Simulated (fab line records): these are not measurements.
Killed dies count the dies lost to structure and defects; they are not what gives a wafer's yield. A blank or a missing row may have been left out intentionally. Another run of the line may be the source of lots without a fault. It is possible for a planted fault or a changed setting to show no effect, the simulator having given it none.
Chamber matching -- flow nand-harc -- rie-diel-11 running NHARC_A_STAIRCASE_TRIM_196: 4 sister chambers
The step chemistry O2, time 211.2 s. 8 wafers are shown with their chamber, then 7 later ones without.

## WAFERS PAIRED WITH THEIR CHAMBERS
wafer,chamber,showerhead-plenum-p-Torr (Torr),drypump-motor-current-A (A)
L074.1,3,3.36,5.7
L076.5,3,3.36,5.8
L078.2,2,3.80,5.5
L078.5,0,3.70,5.5
L080.1,0,3.69,5.4
L080.6,1,3.59,6.4
L079.1,1,3.59,6.4
L079.4,2,3.79,5.5

## WAFERS WITH NO CHAMBER GIVEN
wafer,showerhead-plenum-p-Torr (Torr),drypump-motor-current-A (A)
L079.6,3.59,6.4
L081.1,3.79,5.5
L081.3,3.69,5.5
L081.6,3.59,6.4
L090.1,3.58,6.4
L090.2,3.34,5.7
L090.4,3.78,5.5

## WHICH CHAMBER EACH WENT THROUGH
wafer,from the rows above,in truth
L079.6,1,1
L081.1,2,2
L081.3,0,0
L081.6,1,1
L090.1,1,1
L090.2,3,3
L090.4,2,2
Correctly placed: 7 of 7. Left unplaced by these rows: 0. 0 placed wrongly.
How it was worked out, from the rows above alone: a wafer's distance from a chamber is the root of the sum, over the readings, of the square of ((its reading less the chamber's mean) divided by the reading's scatter). The wafer belongs to the nearest chamber; if the next one is less than 2 further off, it can't be placed. A chamber's mean is the mean of its shown wafers. The scatter is the square root of a quotient: the sum, over the shown wafers, of each reading's squared deviation from its chamber's mean, divided by wafers minus chambers.
